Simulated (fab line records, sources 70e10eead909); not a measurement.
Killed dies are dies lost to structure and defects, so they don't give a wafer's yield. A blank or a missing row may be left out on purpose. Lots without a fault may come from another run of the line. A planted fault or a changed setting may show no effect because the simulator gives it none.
A struck lot beside a sound one | flow nand_harc | 35 steps out of a route of 1159
Sound: wafers L651.1, L651.4, L651.6. Struck: wafer L668.1. (L668.2, L668.6 of the same lot were not struck and are left out.) The cause comes at the end.
At each step with rows: each side's tool, then ch and its chambers, then its first start. Under that, the readings that differ: sound wafers | struck wafers | difference of the means | sigmas: that difference in standard deviations of wafers without a fault.
alike: readings whose means differ by less than 2 such deviations, and words and numbers that are the same on both sides. not compared: withheld readings, readings that some wafer has no value for, bounds like >300 that may hide the same value, and numbers for which the record gives no deviation and whose values overlap.
The two part at a step that has a row with sigmas, a row that says differs or no value, or rows on one side only. Numbers that don't overlap but have no deviation are shown without sigmas and don't part them. A reading that every wafer of one side lacks parts them only if that side has two wafers or more.

first, 9 steps without rows for these wafers: NHARC_P_M2_PVD_20 (deposits TaN, target thk 5 nm, time 8.06 s); NHARC_P_M2_PVD_21 (deposits Cu, target thk 30 nm, time 20.49 s); NHARC_P_M2_ECD_22 (material Cu, target thk 400 nm); NHARC_P_M2_ANNEAL_31 (time 90 s); NHARC_P_M2_CMP_23 (polishes, t overpolish 20 s, target thk 144.3 nm); NHARC_P_M2_SRD_25; NHARC_P_M2_PRE_CLEAN_32 (time 12 s); NHARC_P_M2_DEP_33 (deposits SiCN, target thk 30 nm); NHARC_P_BONDPAD_DEP_00 (deposits SiCN, target thk 250 nm).
NHARC_P_BONDPAD_CMP_32: polishes SiCN, target thk 200 nm.
  sound on cmp-04 ch 0,2,3, day 7 07:32; struck on cmp-02 ch 1, day 11 03:35
  alike: motor_current_A
then, 24 steps without rows for these wafers: NHARC_P_BONDPAD_SRD_34; NHARC_P_BONDPAD_DEHYDRATE_01 (time 120 s); NHARC_P_BONDPAD_HMDS_02 (time 30 s); NHARC_P_BONDPAD_COAT_36 (time 65 s); NHARC_P_BONDPAD_COAT_03 (resist thk 600 nm); NHARC_P_BONDPAD_SOFTBAKE_04 (time 70 s); NHARC_P_BONDPAD_EBR_05; NHARC_P_BONDPAD_EXPOSE_06 (exposes mask P BPAD); NHARC_P_BONDPAD_PEB_07 (peb time 80 s); NHARC_P_BONDPAD_DEVELOP_08 (time 50 s); NHARC_P_BONDPAD_HARDBAKE_10 (time 65 s); NHARC_P_BONDPAD_DESCUM_11 (chemistry O2, time 3 s); NHARC_P_BONDPAD_ETCH_37 (etches the open film in N2/H2, target depth 60 nm, overetch 18 nm, time 65.91 s); NHARC_P_BONDPAD_ETCH_12 (etches the open film in CHF3/O2, target depth 200 nm, time 100 s); NHARC_P_BONDPAD_STRIP_15 (strips in O2); NHARC_P_BONDPAD_ETCH_24 (etches the open film in CF4/N2, target depth 30 nm, time 72.99 s); NHARC_P_BONDPAD_STRIP_16 (strips in post etch residue remover, time 600 s); NHARC_P_BONDPAD_DEGAS_25 (time 60 s); NHARC_P_BONDPAD_PRE_CLEAN_26 (time 30 s); NHARC_P_BONDPAD_PVD_17 (deposits TaN, target thk 5 nm, time 8.06 s); NHARC_P_BONDPAD_PVD_27 (deposits Cu, target thk 30 nm, time 20.49 s); NHARC_P_BONDPAD_ECD_18 (material Cu, target thk 400 nm); NHARC_P_BONDPAD_ANNEAL_28 (time 90 s); NHARC_P_BONDPAD_CMP_19 (polishes, t overpolish 30 s, cu recess touch 16 s, target thk 160.81 nm).
-- the record jumps here: 12 days lie between the struck wafers' starts before and after (it left off in module P_BONDPAD and takes up again in module END, whose first step shown is number 1159 of the route) --
NHARC_END_SORT_01:
  the record has rows for the struck wafers here (prober-01 ch 0, day 23 15:20) and none for the sound ones

WHERE THEY PART
Only at NHARC_END_SORT_01, within this record.

WHY: what the simulator had put in
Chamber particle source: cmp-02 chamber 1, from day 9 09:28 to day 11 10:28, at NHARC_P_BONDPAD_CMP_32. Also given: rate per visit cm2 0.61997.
